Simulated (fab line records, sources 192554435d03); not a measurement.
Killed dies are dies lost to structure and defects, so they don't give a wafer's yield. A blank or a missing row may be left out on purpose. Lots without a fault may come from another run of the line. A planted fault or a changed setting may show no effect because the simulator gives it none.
Problem report in the 8D (eight disciplines) form, filled by code | flow n5_finfet | the parts of the form that need people (team, actions taken, sign-off) are left out

1. THE PROBLEM
spin_speed_rpm at N5_BEOL_M1_COAT_05 reads a mean of 1734.4 rpm on 6 wafers of 2 lots; wafers without a fault read 1500.1 rpm with a standard deviation of 1.2. That is +99 or more standard deviations from the usual mean.
The step: resist thk 30 nm.
First seen on wafer L238.2, day 9 11:34, on litho_track-01. The record holds 31 wafers of 11 lots with a number at this step. Rule for "out", or "out of limits": more than 4 standard deviations from the usual mean. The other wafers with a number count as sound.

2. WHAT IT IS AND WHAT IT IS NOT
question                    | is                     | is not
which readings at this step | spin_speed_rpm         | -
which lots                  | L238, L239             | L225, L226, L229, L231, L235, L237, L241, L247, L248
which wafers of those lots  | all that have a number | -
read on which tools         | litho_track-01         | litho_track-05
when                        | from day 9 11:34       | up to then (16 sound wafers); but 9 sound wafers of L241, L247, L248 came after

3. SUSPECTS, AND WHAT RULES EACH OUT
Counting: a tool at a process step up to the reading stays a suspect if it ran every lot that is out and no sound lot after the first of them.
- litho_track-01 at N5_BEOL_M1_COAT_05 (resist thk 30 nm): kept. It ran every lot that is out, first L238 (day 9 11:34), and no sound lot after that; its last sound lot up to then is L237 (day 9 07:01). Its own readings are out on those wafers: spin_speed_rpm.
Left after counting: litho_track-01 at N5_BEOL_M1_COAT_05.

4. THE CAUSE (what the simulator had put in)
Process parameter drift: litho_track-01, from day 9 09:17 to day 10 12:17, at N5_BEOL_M1_COAT_05. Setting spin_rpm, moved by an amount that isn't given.
Counting left only this tool.

5. THE CHAIN OF EFFECTS, in route order
Each row: a reading whose mean over the struck wafers that have a number lies more than 3 standard deviations from the usual. Only readings for which the record gives a usual standard deviation are gone through. hours: the time from each lot's start at the first step in this table that gives one to its start at this step, as a median over the lots. sigmas: the change in usual standard deviations.
hours | step               | reading        | usual      | on struck wafers | change | sigmas
0     | N5_BEOL_M1_COAT_05 | spin_speed_rpm | 1500.1 rpm | 1734.4           | +234.3 | +99 or more
The process steps in it:
- N5_BEOL_M1_COAT_05: resist thk 30 nm.
Later measuring or inspecting steps at which every struck wafer that the step has a row for has a number for every such reading, and none has moved that far: N5_BEOL_M1_OVL_MEAS_12, N5_BEOL_M4_RC_MEAS_101.

6. WHAT WOULD HAVE CAUGHT IT SOONER
In this record the first reading out of limits was taken at day 9 11:34, 2 hours after the fault began at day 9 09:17.
